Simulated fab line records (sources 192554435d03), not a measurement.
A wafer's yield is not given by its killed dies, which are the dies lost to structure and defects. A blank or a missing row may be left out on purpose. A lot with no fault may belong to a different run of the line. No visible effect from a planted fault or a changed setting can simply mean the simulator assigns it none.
Chamber matching | flow n5-finfet | N5_BEOL_M8_PECVD_70 on pecvd-03 has 3 sister chambers
The step deposits SiO2 from TEOS/O2, target thk 20 nm, time 22.7 s. 3 wafers are shown with their chamber, then 7 later ones without.

## WAFERS PAIRED WITH THEIR CHAMBERS
wafer  | chamber | throttle-valve-pct (%)
L082.5 | 2       | 20.1
L088.1 | 1       | 22.6
L088.2 | 0       | 25.0

## WAFERS WITH NO CHAMBER GIVEN
wafer  | throttle-valve-pct (%)
L088.3 | 20.2
L094.1 | 24.7
L094.5 | 24.6
L094.6 | 22.4
L097.2 | 20.4
L097.4 | 20.3
L097.6 | 22.3

## CHAMBER TAKEN BY EACH
wafer  | from the rows above | in truth
L088.3 | 2                   | 2
L094.1 | 0                   | 0
L094.5 | 0                   | 0
L094.6 | 1                   | 1
L097.2 | 2                   | 2
L097.4 | 2                   | 2
L097.6 | 1                   | 1
Correct placement for 7 of the 7. Not placeable from these rows: 0. Number placed wrongly: 0.
How it was worked out, from the rows above alone: a wafer's distance from a chamber is the root of the sum, over the readings, of the square of ((its reading less the chamber's mean) divided by the reading's scatter). If the next closest chamber is less than 2 further off than the closest, the wafer can't be placed; otherwise it belongs to the closest. The mean given for a chamber averages the wafers shown for that chamber. The scatter: root of mean squared gap, hidden wafer to nearest shown wafer, with one shown wafer a chamber.
